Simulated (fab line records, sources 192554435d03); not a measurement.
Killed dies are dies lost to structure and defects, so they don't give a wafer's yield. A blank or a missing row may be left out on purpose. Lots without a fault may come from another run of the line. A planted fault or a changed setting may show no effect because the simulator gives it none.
fab line records | flow n5_finfet
record lots=5 wafers=15 last_day=19
route steps=1938 shown BEOL_M1@758
lots that met no fault: from a run of the same line without faults
start_h: hours from the record's first day to the start of the lot's first wafer shown | wait_h: hours since the lot's step before | " the same as in the row above | L1.1+2: a row that stands for several wafers | - no value, or no start given | * or withheld: withheld | < > ~ a bound
route shown NAME@n: a module of which the file shows steps, and the number in the route of the first | usual: mean/standard deviation of fault-free wafers | same: alike in all rows | chamber/n: place in a boat | sites: the reading at each site | _std_site: their standard deviation | _edge_site: outer sites' mean less inner sites' | radius_mm: how far each site lies from the wafer's centre | mask NAME#n: copy n | behind: the tool/chamber that last shaped the wafer | hold: why the lot was held/for how many hours/how that ended | device: the transistor (n, p or np) that didn't switch | end of line: the same wafers' tests at the end of the route | a step without rows: its recipe alone | killed: dies lost to structure and defects at the first sort, not the wafer's yield | map: a wafer's dies, x killed, . not, _ none there
set.NAME: the setting as run; set.NAME@STEP: as run at that earlier step | model.NAME: the simulator's own value behind a step, which no gauge read
lots at some steps of the route; a table a step, a row a wafer
services: from which hour (start_h, from the record's first day; less than 0 if before it) a tool's chamber was out of use, for how many hours, and why
## steps
# step N5_BEOL_M1_COAT_05
# recipe resist=CAR-EUV spin_rpm=1500 resist_thk_nm=30
# columns lot.wafer tool chamber start_h wait_h
L075.1+3+5 litho_track-01 0 - -
L080.2+4+6 litho_track-02 0 - -
L086.2+4+6 litho_track-04 0 - -
L091.1+3+4 litho_track-01 0 - -
L097.1+2+6 litho_track-02 0 - -
# step N5_BEOL_M1_EBR_07
# recipe solvent=PGMEA ebr_width_mm=1.5
# columns lot.wafer tool chamber start_h wait_h
L075.1+3+5 litho_track-01 0 - -
L080.2+4+6 litho_track-02 0 - -
L086.2+4+6 litho_track-04 0 - -
L091.1+3+4 litho_track-01 0 - -
L097.1+2+6 litho_track-02 0 - -
# step N5_BEOL_M1_SOFTBAKE_06
# recipe temp_c=110 time_s=60 resist=CAR-EUV
# columns lot.wafer tool chamber start_h wait_h
L075.1+3+5 litho_track-01 0 - -
L080.2+4+6 litho_track-02 0 - -
L086.2+4+6 litho_track-04 0 - -
L091.1+3+4 litho_track-01 0 - -
L097.1+2+6 litho_track-02 0 - -
# step N5_BEOL_M1_EXPOSE_08
# recipe mask_id=M1 na=0.33 source_shape=dipole sigma_inner=0.369 sigma_outer=0.767 polarization=unpolarized dose_mj=33
# usual reticle_temp_C=23.03/0.1 stage_msd_nm=0.787/0.028
# columns lot.wafer tool chamber start_h wait_h mask reticle_temp_C stage_msd_nm
L075.1 euv_scanner-02 0 128.08 - M1#0 23.03 0.813
L075.3 " 0 " " M1#0 22.93 0.814
L075.5 " 0 " " M1#0 23.12 0.816
L080.2 euv_scanner-02 0 158.86 - M1#0 22.73 0.811
L080.4 " 0 " " M1#0 23.02 0.815
L080.6 " 0 " " M1#0 22.89 0.814
L086.2 euv_scanner-02 0 205.88 - M1#0 23.12 0.800
L086.4 " 0 " " M1#0 23.07 0.802
L086.6 " 0 " " M1#0 22.92 0.798
L091.1 euv_scanner-01 0 226.74 - M1#0 22.95 0.739
L091.3 " 0 " " M1#0 23.03 0.739
L091.4 " 0 " " M1#0 23.07 0.742
L097.1 euv_scanner-02 0 264.31 - M1#0 22.97 0.797
L097.2 " 0 " " M1#0 23.06 0.797
L097.6 " 0 " " M1#0 23.09 0.797
# step N5_BEOL_M1_PEB_09
# recipe peb_temp_c=100 peb_time_s=60 resist=CAR-EUV
# columns lot.wafer tool chamber start_h wait_h
L075.1+3+5 litho_track-04 0 128.14 0.1
L080.2+4+6 litho_track-04 0 158.91 0.0
L086.2+4+6 litho_track-04 0 205.93 0.0
L091.1+3+4 litho_track-04 0 226.80 0.1
L097.1+2+6 litho_track-01 0 264.36 0.1
# step N5_BEOL_M1_DEVELOP_10
# recipe develop_time_s=30 developer=TMAH resist=CAR-EUV rinse_liquid=surfactant_rinse dry=air_spin dev_temp_c=23
# columns lot.wafer tool chamber start_h wait_h
L075.1+3+5 litho_track-04 0 - -
L080.2+4+6 litho_track-04 0 - -
L086.2+4+6 litho_track-04 0 - -
L091.1+3+4 litho_track-04 0 - -
L097.1+2+6 litho_track-01 0 - -
# step N5_BEOL_M1_CD_MEAS_11
# recipe target_cd_nm=17.05 landing_energy_ev=500 detector=se_inlens polarity=opening
# usual cd_nm=16.96/0.23
# columns lot.wafer tool chamber start_h wait_h cd_nm
L075.1 cd_sem-02 0 128.21 - 17.11
L075.3 " 0 " " 17.05
L075.5 " 0 " " 16.91
L080.2 cd_sem-03 0 158.98 - 16.91
L080.4 " 0 " " 16.59
L080.6 " 0 " " 16.73
L086.2 cd_sem-02 0 206.00 - 17.10
L086.4 " 0 " " 16.91
L086.6 " 0 " " 17.10
L091.1 cd_sem-02 0 226.87 - 16.89
L091.3 " 0 " " 16.76
L091.4 " 0 " " 16.95
L097.1 cd_sem-01 0 264.43 - 16.71
L097.2 " 0 " " 17.09
L097.6 " 0 " " 17.12
# step N5_BEOL_M1_OVL_MEAS_12
# recipe points_per_wafer=522
# usual M1_OVL=-0.1/0.73
# columns lot.wafer tool chamber start_h wait_h M1_OVL[nm]
L075.1 overlay-01 0 128.24 0.0 0.0
L075.3 " 0 " " 1.2
L075.5 " 0 " " 0.0
L080.2 overlay-02 0 159.01 0.0 0.8
L080.4 " 0 " " -0.8
L080.6 " 0 " " 0.5
L086.2 overlay-01 0 206.03 0.0 -0.5
L086.4 " 0 " " 0.4
L086.6 " 0 " " -0.4
L091.1 overlay-01 0 226.90 0.0 1.8
L091.3 " 0 " " 1.6
L091.4 " 0 " " 1.1
L097.1 overlay-01 0 264.46 0.0 -0.7
L097.2 " 0 " " -0.2
L097.6 " 0 " " -0.2
# step N5_BEOL_M1_INSPECT_13
# recipe mode=adi inspect_instrument=brightfield
# usual raw_defect_count=418/91
# columns lot.wafer tool chamber start_h wait_h raw_defect_count
L075.1 defect_inspect-02 - 128.30 0.1 478
L075.3 " - " " 503
L075.5 " - " " 448
L080.2 defect_inspect-01 - 159.07 0.0 500
L080.4 " - " " 435
L080.6 " - " " 396
L086.2 defect_inspect-01 - 206.08 0.0 412
L086.4 " - " " 421
L086.6 " - " " 491
L091.1 defect_inspect-02 - 226.96 0.1 523
L091.3 " - " " 346
L091.4 " - " " 465
L097.1 defect_inspect-02 - 264.52 0.1 328
L097.2 " - " " 363
L097.6 " - " " 373
# step N5_BEOL_M1_DESCUM_16
# recipe chemistry=O2 time_s=7 source_power_w=50 bias_power_w=20 pressure_mtorr=20 rf_frequency_hz=2.712e+07 temp_c=40 resist=CAR-EUV o2_flow_sccm=225
# usual drypump_motor_current_A=5.5/0.5 o2_flow_sccm=225.1/0.67 oes_product_au=0.80/0.081 rf_vpp_V=243.7/1.5 showerhead_plenum_p_Torr=2.13/0.08 throttle_valve_pct=20.53/0.18
# columns lot.wafer tool chamber start_h wait_h drypump_motor_current_A o2_flow_sccm oes_product_au rf_hours_counter_h rf_vpp_V showerhead_plenum_p_Torr throttle_valve_pct
L075.1 rie_diel-05 0 128.49 0.2 5.8 225.5 0.87 49 246.1 2.24 20.42
L075.3 " 1 " " 5.6 225.5 0.86 40 246.0 2.23 20.59
L075.5 " 1 " " 5.6 225.0 0.88 - 244.4 2.23 20.58
L080.2 rie_diel-05 2 159.11 0.0 5.0 225.1 0.96 9 244.9 2.23 20.52
L080.4 " 1 " " 5.6 225.4 0.85 50 246.4 2.23 20.60
L080.6 " 2 " " 5.0 225.3 0.96 - 245.7 2.23 20.53
L086.2 rie_diel-05 3 206.64 0.6 6.1 225.9 0.88 40 241.2 2.06 20.21
L086.4 " 2 " " 5.0 225.1 0.93 21 245.9 2.23 20.56
L086.6 " 2 " " 5.0 226.4 0.92 - 244.3 2.23 20.55
L091.1 rie_diel-03 1 227.43 0.5 6.0 224.9 0.71 179 242.5 2.09 20.68
L091.3 " 0 " " 4.9 225.5 0.75 173 241.5 2.01 20.80
L091.4 " 0 " " 4.9 226.0 0.75 - 241.6 2.01 20.80
L097.1 rie_diel-04 2 264.56 0.0 5.1 225.2 0.70 215 241.1 1.99 20.47
L097.2 " 0 " " 5.3 225.7 0.73 177 242.5 2.09 20.27
L097.6 " 3 " " 4.9 223.6 0.75 - 243.0 2.14 20.50
# step N5_BEOL_M1_ETCH_74
# recipe chemistry=N2/H2 target=underlayer target_depth_a=65 mask_material=CAR-EUV time_s=5.2 ion_energy_ev=200 pressure_mtorr=30 source_w=840 bias_w=150 n2_flow_sccm=200 h2_flow_sccm=200 ends=cleared
# usual drypump_motor_current_A=5.5/0.5 etch_rf_on_time_s=5.19/0.091 oes_product_au=0.68/0.069 rf_vpp_V=525/3 showerhead_plenum_p_Torr=2.58/0.1 throttle_valve_pct=17.88/0.22
# columns lot.wafer tool chamber start_h wait_h drypump_motor_current_A etch_rf_on_time_s oes_product_au rf_hours_counter_h rf_vpp_V showerhead_plenum_p_Torr throttle_valve_pct
L075.1 rie_diel-05 0 128.53 0.0 5.8 5.25 0.73 49 530 2.70 17.67
L075.3 " 1 " " 5.6 5.05 0.74 40 528 2.69 17.87
L075.5 " 1 " " 5.6 5.02 0.75 - 528 2.69 17.84
L080.2 rie_diel-05 2 159.15 0.0 5.0 5.08 0.83 9 529 2.70 17.85
L080.4 " 1 " " 5.6 5.01 0.73 50 528 2.69 17.88
L080.6 " 2 " " 5.0 5.11 0.81 - 528 2.70 17.83
L086.2 rie_diel-05 3 206.68 0.0 6.1 5.31 0.73 40 523 2.46 17.48
L086.4 " 2 " " 5.0 5.07 0.80 21 529 2.69 17.83
L086.6 " 2 " " 5.0 5.09 0.80 - 527 2.69 17.86
L091.1 rie_diel-03 1 227.47 0.0 6.0 5.29 0.60 179 523 2.53 18.10
L091.3 " 0 " " 4.9 5.23 0.63 173 520 2.43 18.19
L091.4 " 0 " " 4.9 5.26 0.64 - 520 2.43 18.16
L097.1 rie_diel-04 2 264.59 0.0 5.1 5.18 0.60 215 520 2.40 17.84
L097.2 " 0 " " 5.3 5.23 0.61 177 524 2.54 17.69
L097.6 " 3 " " 4.9 5.32 0.62 - 528 2.62 17.99
# step N5_BEOL_M1_ETCH_63
# recipe chemistry=CF4 target=SiARC target_depth_a=156 mask_material=CAR-EUV time_s=26 ion_energy_ev=80 pressure_mtorr=40 source_w=545 bias_w=36 Ar_flow_sccm=100 cf4_flow_sccm=100 ends=cleared
# usual drypump_motor_current_A=5.5/0.5 etch_rf_on_time_s=26.0/0.43 oes_product_au=0.68/0.068 rf_vpp_V=184.6/1.3 showerhead_plenum_p_Torr=2.18/0.08 throttle_valve_pct=15.70/0.21
# columns lot.wafer tool chamber start_h wait_h drypump_motor_current_A etch_rf_on_time_s oes_product_au rf_hours_counter_h rf_vpp_V showerhead_plenum_p_Torr throttle_valve_pct
L075.1 rie_diel-05 0 128.54 0.0 5.8 26.2 0.73 49 184.6 2.27 15.50
L075.3 " 1 " " 5.6 25.4 0.75 40 186.4 2.28 15.77
L075.5 " 1 " " 5.6 25.4 0.75 - 185.3 2.28 15.78
L080.2 rie_diel-05 2 159.16 0.0 5.0 25.9 0.82 9 185.8 2.27 15.62
L080.4 " 1 " " 5.6 25.5 0.73 50 185.7 2.28 15.79
L080.6 " 2 " " 5.0 25.5 0.82 - 185.3 2.27 15.61
L086.2 rie_diel-05 3 206.69 0.0 6.1 26.4 0.74 40 184.1 2.10 15.31
L086.4 " 2 " " 5.0 25.4 0.80 21 185.8 2.27 15.63
L086.6 " 2 " " 5.0 25.6 0.79 - 184.3 2.27 15.64
L091.1 rie_diel-03 1 227.49 0.0 6.0 26.0 0.61 179 183.6 2.14 15.89
L091.3 " 0 " " 4.9 26.1 0.65 173 182.1 2.04 15.89
L091.4 " 0 " " 4.9 26.1 0.64 - 183.3 2.04 15.90
L097.1 rie_diel-04 2 264.61 0.0 5.1 25.9 0.60 215 183.1 2.04 15.78
L097.2 " 0 " " 5.3 26.1 0.61 177 183.8 2.13 15.46
L097.6 " 3 " " 4.9 26.8 0.62 - 185.3 2.20 15.77
# step N5_BEOL_M1_ETCH_64
# recipe chemistry=N2/H2 target=SOC target_depth_a=750 overetch_a=150 mask_material=SiARC temp_c=40 time_s=112.5 ion_energy_ev=200 pressure_mtorr=30 source_w=840 bias_w=150 n2_flow_sccm=200 h2_flow_sccm=200
# usual drypump_motor_current_A=5.5/0.5 oes_product_au=0.63/0.061 rf_vpp_V=525.0/2.9 showerhead_plenum_p_Torr=2.58/0.1 throttle_valve_pct=17.84/0.22
# columns lot.wafer tool chamber start_h wait_h drypump_motor_current_A oes_product_au rf_hours_counter_h rf_vpp_V showerhead_plenum_p_Torr throttle_valve_pct
L075.1 rie_diel-05 0 128.57 0.0 5.8 0.68 49 530.2 2.70 17.64
L075.3 " 1 " " 5.6 0.68 40 528.7 2.69 17.81
L075.5 " 1 " " 5.6 0.68 - 528.5 2.69 17.81
L080.2 rie_diel-05 2 159.19 0.0 5.0 0.75 9 527.5 2.70 17.79
L080.4 " 1 " " 5.6 0.67 50 526.9 2.69 17.83
L080.6 " 2 " " 5.0 0.76 - 528.2 2.70 17.79
L086.2 rie_diel-05 3 206.72 0.0 6.1 0.68 40 521.4 2.46 17.44
L086.4 " 2 " " 5.0 0.73 21 527.9 2.69 17.79
L086.6 " 2 " " 5.1 0.73 - 528.4 2.69 17.80
L091.1 rie_diel-03 1 227.51 0.0 6.1 0.56 179 523.3 2.53 18.06
L091.3 " 0 " " 4.9 0.60 173 519.4 2.43 18.14
L091.4 " 0 " " 4.9 0.59 - 521.1 2.43 18.15
L097.1 rie_diel-04 2 264.63 0.0 5.1 0.55 215 520.6 2.40 17.77
L097.2 " 0 " " 5.3 0.57 177 523.5 2.54 17.64
L097.6 " 3 " " 4.9 0.58 - 526.4 2.62 17.97
# step N5_BEOL_M1_STRIP_65
# recipe chemistry=N2/H2 temp_c=40 n2_flow_sccm=200 h2_flow_sccm=200 rf_frequency_hz=6e+07
# columns lot.wafer tool chamber start_h wait_h
L075.1+3+5 rie_diel-05 0,1,1 128.68 0.1
L080.2+4+6 rie_diel-05 2,1,2 159.30 0.1
L086.2+4+6 rie_diel-05 3,2,2 206.83 0.1
L091.1+3+4 rie_diel-03 1,0,0 227.62 0.1
L097.1+2+6 rie_diel-04 2,0,3 264.74 0.1
# step N5_BEOL_M1_STRIP_75
# recipe chemistry=N2/H2 temp_c=40 n2_flow_sccm=200 h2_flow_sccm=200 rf_frequency_hz=6e+07
# columns lot.wafer tool chamber start_h wait_h
L075.1+3+5 rie_diel-05 0,1,1 128.69 0.0
L080.2+4+6 rie_diel-05 2,1,2 159.31 0.0
L086.2+4+6 rie_diel-05 3,2,2 206.84 0.0
L091.1+3+4 rie_diel-03 1,0,0 227.63 0.0
L097.1+2+6 rie_diel-04 2,0,3 264.75 0.0
# step N5_BEOL_M1_STRIP_66
# recipe chemistry=CF4 resist=SiARC power_w=300 bias_power_w=75 pressure_mtorr=50 cf4_flow_sccm=150 rf_frequency_hz=6e+07
# usual drypump_motor_current_A=5.5/0.5 oes_product_au=0.79/0.076 rf_vpp_V=271.8/1.6 showerhead_plenum_p_Torr=1.83/0.068 throttle_valve_pct=13.67/0.2
# columns lot.wafer tool chamber start_h wait_h drypump_motor_current_A oes_product_au rf_hours_counter_h rf_vpp_V showerhead_plenum_p_Torr throttle_valve_pct
L075.1 rie_diel-05 0 128.70 0.0 5.8 0.85 49 275.2 1.91 13.50
L075.3 " 1 " " 5.6 0.85 40 274.1 1.91 13.69
L075.5 " 1 " " 5.6 0.85 - 273.4 1.91 13.71
L080.2 rie_diel-05 2 159.32 0.0 5.0 0.94 9 274.8 1.91 13.56
L080.4 " 1 " " 5.6 0.85 50 273.2 1.91 13.73
L080.6 " 2 " " 5.0 0.94 - 273.1 1.91 13.57
L086.2 rie_diel-05 3 206.85 0.0 6.1 0.86 40 270.4 1.76 13.28
L086.4 " 2 " " 5.0 0.92 21 272.9 1.91 13.56
L086.6 " 2 " " 5.0 0.91 - 275.6 1.91 13.57
L091.1 rie_diel-03 1 227.64 0.0 6.0 0.71 179 270.9 1.80 13.88
L091.3 " 0 " " 4.9 0.75 173 271.2 1.71 13.85
L091.4 " 0 " " 4.9 0.75 - 268.0 1.71 13.85
L097.1 rie_diel-04 2 264.76 0.0 5.1 0.69 215 268.3 1.72 13.79
L097.2 " 0 " " 5.3 0.71 177 271.3 1.79 13.49
L097.6 " 3 " " 4.9 0.72 - 273.4 1.84 13.76
# step N5_BEOL_M1_HM_OPEN_17
# recipe chemistry=Cl2/BCl3 target_depth_a=200 overetch_a=60 target=TiN mask_material=SOC ion_energy_ev=150 pressure_mtorr=10 icp_w=1000 bias_w=126 Cl2_flow_sccm=53.25 bcl3_flow_sccm=21.75 Ar_flow_sccm=25
# usual bcl3_flow_sccm=21.76/0.064 drypump_motor_current_A=5.8/0.54 oes_product_au=0.66/0.065 throttle_valve_pct=22.08/0.2
# columns lot.wafer tool chamber start_h wait_h bcl3_flow_sccm drypump_motor_current_A oes_product_au rf_hours_counter_h throttle_valve_pct
L075.1 rie_metal-01 0 128.74 0.0 21.70 6.2 0.66 46 22.09
L075.3 " 1 " " 21.76 5.6 0.78 - 22.32
L075.5 " 1 " " 21.74 5.6 0.77 - 22.36
L080.2 rie_metal-03 1 159.36 0.0 21.73 5.2 0.57 95 22.06
L080.4 " 0 " " 21.71 5.0 0.61 - 21.86
L080.6 " 1 " " 21.73 5.2 0.56 - 22.07
L086.2 rie_metal-02 1 206.89 0.0 21.74 6.3 0.70 34 21.79
L086.4 " 0 " " 21.77 6.4 0.60 - 22.30
L086.6 " 0 " " 21.68 6.4 0.59 - 22.27
L091.1 rie_metal-01 0 227.68 0.0 21.70 6.2 0.65 53 22.10
L091.3 " 0 " " 21.66 6.2 0.64 - 22.12
L091.4 " 1 " " 21.58 5.6 0.74 - 22.33
L097.1 rie_metal-02 1 264.80 0.0 21.78 6.3 0.68 40 21.82
L097.2 " 1 " " 21.76 6.3 0.68 - 21.83
L097.6 " 1 " " 21.89 6.3 0.68 - 21.82
# step N5_BEOL_M1_STRIP_19
# recipe chemistry=O2 power_w=400 temp_c=40 pressure_mtorr=30 rf_frequency_hz=6e+07 bias_power_w=0 overash_fraction=0.2 o2_flow_sccm=225
# usual drypump_motor_current_A=5.5/0.5 o2_flow_sccm=225.0/0.69 oes_product_au=0.79/0.087 rf_vpp_V=3.7/0.51 showerhead_plenum_p_Torr=2.12/0.081 throttle_valve_pct=16.77/0.19
# columns lot.wafer tool chamber start_h wait_h drypump_motor_current_A o2_flow_sccm oes_product_au rf_hours_counter_h rf_vpp_V showerhead_plenum_p_Torr throttle_valve_pct
L075.1 rie_diel-03 0 128.98 0.2 4.9 224.6 0.78 141 3.7 2.03 16.98
L075.3 " 1 " " 6.1 225.6 0.74 140 4.3 2.11 16.88
L075.5 " 2 " " 6.1 224.2 0.71 - 3.3 2.17 16.80
L080.2 rie_diel-05 1 159.47 0.1 5.6 225.6 0.84 51 4.6 2.23 16.81
L080.4 " 0 " " 5.8 224.7 0.85 59 4.0 2.24 16.65
L080.6 " 0 " " 5.8 224.6 0.84 - 3.5 2.24 16.66
L086.2 rie_diel-04 0 207.09 0.2 5.3 224.1 0.74 158 4.5 2.10 16.49
L086.4 " 2 " " 5.1 223.8 0.71 - 4.2 1.99 16.74
L086.6 " 0 " " 5.3 225.5 0.74 - 4.9 2.10 16.49
L091.1 rie_diel-04 3 227.80 0.1 4.9 225.6 0.75 178 3.7 2.15 16.76
L091.3 " 0 " " 5.3 224.9 0.72 167 4.7 2.09 16.49
L091.4 " 1 " " 4.9 225.4 0.74 170 3.8 2.15 16.92
L097.1 rie_diel-04 3 265.09 0.3 4.9 225.3 0.73 188 4.6 2.15 16.76
L097.2 " 0 " " 5.3 223.5 0.72 177 3.1 2.09 16.52
L097.6 " 0 " " 5.3 224.5 0.72 - 3.8 2.09 16.52
# step N5_BEOL_M1_CD_MEAS_18
# recipe pitch_nm=36 target_cd_nm=18
# usual cd_nm=17.8/0.32
# columns lot.wafer tool chamber start_h wait_h cd_nm
L075.1 cd_sem-01 - 129.05 0.0 18.0
L075.3 " - " " 17.5
L075.5 " - " " 18.0
L080.2 cd_sem-03 - 159.54 0.1 17.9
L080.4 " - " " 17.3
L080.6 " - " " 17.7
L086.2 cd_sem-02 - 207.18 0.1 18.3
L086.4 " - " " 18.0
L086.6 " - " " 17.8
L091.1 cd_sem-02 - 227.87 0.0 18.2
L091.3 " - " " 17.8
L091.4 " - " " 17.9
L097.1 cd_sem-03 - 265.16 0.0 18.0
L097.2 " - " " 18.2
L097.6 " - " " 17.3
# step N5_BEOL_M1_COAT_67
# recipe resist=SOC temp_c=250 time_s=60 spin_rpm=1500 resist_thk_nm=60
# columns lot.wafer tool chamber start_h wait_h
L075.1+3+5 litho_track-02 0 129.09 0.0
L080.2+4+6 litho_track-02 0 159.58 0.0
L086.2+4+6 litho_track-01 0 207.22 0.0
L091.1+3+4 litho_track-02 0 227.91 0.0
L097.1+2+6 litho_track-04 0 265.20 0.0
# step N5_BEOL_M1_COAT_68
# recipe resist=SiARC temp_c=220 time_s=60 spin_rpm=1500 resist_thk_nm=12
# columns lot.wafer tool chamber start_h wait_h
L075.1+3+5 litho_track-02 0 - -
L080.2+4+6 litho_track-02 0 - -
L086.2+4+6 litho_track-01 0 - -
L091.1+3+4 litho_track-02 0 - -
L097.1+2+6 litho_track-04 0 - -
# step N5_BEOL_M1_COAT_76
# recipe resist=underlayer temp_c=205 time_s=60 spin_rpm=1500 resist_thk_nm=5
# columns lot.wafer tool chamber start_h wait_h
L075.1+3+5 litho_track-02 0 - -
L080.2+4+6 litho_track-02 0 - -
L086.2+4+6 litho_track-01 0 - -
L091.1+3+4 litho_track-02 0 - -
L097.1+2+6 litho_track-04 0 - -
# step N5_BEOL_M1_COAT_22
# recipe resist=CAR-EUV spin_rpm=1500 resist_thk_nm=30
# columns lot.wafer tool chamber start_h wait_h
L075.1+3+5 litho_track-02 0 - -
L080.2+4+6 litho_track-02 0 - -
L086.2+4+6 litho_track-01 0 - -
L091.1+3+4 litho_track-02 0 - -
L097.1+2+6 litho_track-04 0 - -
# step N5_BEOL_M1_EBR_24
# recipe solvent=PGMEA ebr_width_mm=1.5
# columns lot.wafer tool chamber start_h wait_h
L075.1+3+5 litho_track-02 0 - -
L080.2+4+6 litho_track-02 0 - -
L086.2+4+6 litho_track-01 0 - -
L091.1+3+4 litho_track-02 0 - -
L097.1+2+6 litho_track-04 0 - -
# step N5_BEOL_M1_SOFTBAKE_23
# recipe temp_c=110 time_s=60 resist=CAR-EUV
# columns lot.wafer tool chamber start_h wait_h
L075.1+3+5 litho_track-02 0 - -
L080.2+4+6 litho_track-02 0 - -
L086.2+4+6 litho_track-01 0 - -
L091.1+3+4 litho_track-02 0 - -
L097.1+2+6 litho_track-04 0 - -
# step N5_BEOL_M1_EXPOSE_25
# recipe mask_id=V0 na=0.33 source_shape=quasar sigma_inner=0.2 sigma_outer=0.8 polarization=unpolarized defocus_nm=5 target_cd_nm=24 dose_mj=63
# usual reticle_temp_C=22.99/0.11 stage_msd_nm=0.786/0.025
# columns lot.wafer tool chamber start_h wait_h mask reticle_temp_C stage_msd_nm
L075.1 euv_scanner-02 0 129.35 - V0#0 23.21 0.816
L075.3 " 0 " " V0#0 23.10 0.814
L075.5 " 0 " " V0#0 23.28 0.814
L080.2 euv_scanner-02 0 159.72 - V0#0 22.95 0.808
L080.4 " 0 " " V0#0 22.75 0.811
L080.6 " 0 " " V0#0 22.86 0.813
L086.2 euv_scanner-02 0 207.49 - V0#0 22.90 0.799
L086.4 " 0 " " V0#0 23.07 0.800
L086.6 " 0 " " V0#0 23.02 0.800
L091.1 euv_scanner-01 0 228.17 - V0#0 22.97 0.739
L091.3 " 0 " " V0#0 23.05 0.735
L091.4 " 0 " " V0#0 22.92 0.741
L097.1 euv_scanner-02 0 265.33 - V0#0 23.07 0.796
L097.2 " 0 " " V0#0 23.15 0.795
L097.6 " 0 " " V0#0 23.10 0.800
# step N5_BEOL_M1_PEB_26
# recipe peb_temp_c=100 peb_time_s=60 resist=CAR-EUV
# columns lot.wafer tool chamber start_h wait_h
L075.1+3+5 litho_track-04 0 129.43 0.1
L080.2+4+6 litho_track-04 0 159.79 0.1
L086.2+4+6 litho_track-02 0 207.56 0.1
L091.1+3+4 litho_track-02 0 228.25 0.1
L097.1+2+6 litho_track-04 0 265.41 0.1
# step N5_BEOL_M1_DEVELOP_27
# recipe develop_time_s=30 developer=TMAH resist=CAR-EUV rinse_liquid=surfactant_rinse dry=air_spin dev_temp_c=23
# columns lot.wafer tool chamber start_h wait_h
L075.1+3+5 litho_track-04 0 - -
L080.2+4+6 litho_track-04 0 - -
L086.2+4+6 litho_track-02 0 - -
L091.1+3+4 litho_track-02 0 - -
L097.1+2+6 litho_track-04 0 - -
# step N5_BEOL_M1_CD_MEAS_28
# recipe landing_energy_ev=500 detector=se_inlens target_cd_y_nm=23.3
# usual cd_nm=23.90/0.26
# columns lot.wafer tool chamber start_h wait_h cd_nm
L075.1 cd_sem-03 0 129.50 - 24.13
L075.3 " 0 " " 24.22
L075.5 " 0 " " 23.74
L080.2 cd_sem-01 0 159.86 - 23.88
L080.4 " 0 " " 23.79
L080.6 " 0 " " 23.53
L086.2 cd_sem-01 0 207.63 - 24.16
L086.4 " 0 " " 23.60
L086.6 " 0 " " 23.85
L091.1 cd_sem-03 0 228.31 - 23.60
L091.3 " 0 " " 23.72
L091.4 " 0 " " 24.44
L097.1 cd_sem-02 0 265.48 - 23.51
L097.2 " 0 " " 24.51
L097.6 " 0 " " 23.61
# step N5_BEOL_M1_OVL_MEAS_29
# recipe points_per_wafer=522
# usual V0_OVL=-0.1/0.64
# columns lot.wafer tool chamber start_h wait_h V0_OVL[nm]
L075.1 overlay-01 0 129.53 0.0 -1.5
L075.3 " 0 " " -1.1
L075.5 " 0 " " -1.4
L080.2 overlay-02 0 159.90 0.0 -0.8
L080.4 " 0 " " -0.3
L080.6 " 0 " " 1.0
L086.2 overlay-02 0 207.66 0.0 -0.7
L086.4 " 0 " " -0.8
L086.6 " 0 " " -0.4
L091.1 overlay-01 0 228.34 0.0 0.0
L091.3 " 0 " " -0.2
L091.4 " 0 " " -0.2
L097.1 overlay-02 0 265.51 0.0 0.3
L097.2 " 0 " " 0.1
L097.6 " 0 " " -0.6
# step N5_BEOL_M1_INSPECT_30
# recipe mode=adi inspect_instrument=brightfield
# usual raw_defect_count=416/93
# columns lot.wafer tool chamber start_h wait_h raw_defect_count
L075.1 defect_inspect-01 - 129.60 0.1 440
L075.3 " - " " 455
L075.5 " - " " 388
L080.2 defect_inspect-01 - 159.95 0.0 533
L080.4 " - " " 405
L080.6 " - " " 396
L086.2 defect_inspect-01 - 207.71 0.0 401
L086.4 " - " " 416
L086.6 " - " " 488
L091.1 defect_inspect-02 - 228.40 0.1 504
L091.3 " - " " 341
L091.4 " - " " 466
L097.1 defect_inspect-02 - 265.57 0.1 333
L097.2 " - " " 372
L097.6 " - " " 391
# step N5_BEOL_M1_DESCUM_33
# recipe chemistry=O2 time_s=7 source_power_w=50 bias_power_w=20 pressure_mtorr=20 rf_frequency_hz=2.712e+07 temp_c=40 resist=CAR-EUV o2_flow_sccm=225
# usual drypump_motor_current_A=5.5/0.51 o2_flow_sccm=225.0/0.69 oes_product_au=0.80/0.084 rf_vpp_V=243.6/1.5 showerhead_plenum_p_Torr=2.13/0.08 throttle_valve_pct=20.51/0.2
# columns lot.wafer tool chamber start_h wait_h drypump_motor_current_A o2_flow_sccm oes_product_au rf_hours_counter_h rf_vpp_V showerhead_plenum_p_Torr throttle_valve_pct
L075.1 rie_diel-05 3 129.63 0.0 6.2 225.6 0.92 15 242.6 2.06 20.17
L075.3 " 0 " " 5.8 225.1 0.86 50 244.3 2.24 20.43
L075.5 " 3 " " 6.1 225.9 0.91 - 243.2 2.06 20.18
L080.2 rie_diel-04 2 159.98 0.0 5.1 225.2 0.71 188 240.9 1.99 20.43
L080.4 " 0 " " 5.3 224.7 0.76 145 242.9 2.10 20.21
L080.6 " 2 " " 5.1 224.9 0.71 - 241.4 1.99 20.44
L086.2 rie_diel-05 1 207.75 0.0 5.6 224.5 0.82 64 246.8 2.22 20.64
L086.4 " 0 " " 5.8 225.8 0.82 73 244.1 2.23 20.47
L086.6 " 1 " " 5.6 224.5 0.83 - 243.8 2.22 20.61
L091.1 rie_diel-04 1 228.44 0.0 4.9 224.9 0.74 170 243.5 2.14 20.68
L091.3 " 0 " " 5.3 226.1 0.73 167 242.7 2.09 20.26
L091.4 " 3 " " 4.9 224.3 0.75 178 246.1 2.15 20.49
L097.1 rie_diel-05 0 265.60 0.0 5.8 224.9 0.81 90 244.3 2.23 20.50
L097.2 " 3 " " 6.1 225.9 0.85 56 243.1 2.05 20.25
L097.6 " 3 " " 6.2 224.4 0.86 - 242.3 2.05 20.24
## services
# columns tool chamber start_h hours kind
euv_scanner-01 - 110.66 1.0 pm
rie_diel-05 2 111.70 7.9 repair
euv_scanner-02 - 116.35 1.0 pm
euv_scanner-01 - 119.24 5.8 pm
euv_scanner-02 - 140.23 4.6 pm
euv_scanner-01 - 144.83 4.6 pm
rie_diel-05 - 147.63 0.9 repair
rie_diel-03 0 154.99 7.7 repair
euv_scanner-01 - 166.81 1.0 pm
euv_scanner-01 - 170.05 3.4 repair
euv_scanner-02 - 173.50 1.0 pm
rie_diel-04 - 174.46 15.6 pm
rie_diel-05 2 179.59 5.7 repair
rie_diel-05 1 184.83 6.6 repair
rie_diel-05 - 187.41 14.6 pm
rie_diel-03 0 196.77 6.4 repair
rie_diel-04 3 200.90 12.8 repair
rie_diel-04 2 216.19 9.9 repair
euv_scanner-01 - 222.96 1.0 pm
euv_scanner-01 - 245.35 0.8 repair
rie_metal-01 1 248.75 2.4 repair
rie_diel-05 3 251.62 3.5 repair
rie_metal-01 - 253.60 2.8 pm
rie_diel-03 - 253.91 0.7 repair
## key
fault none
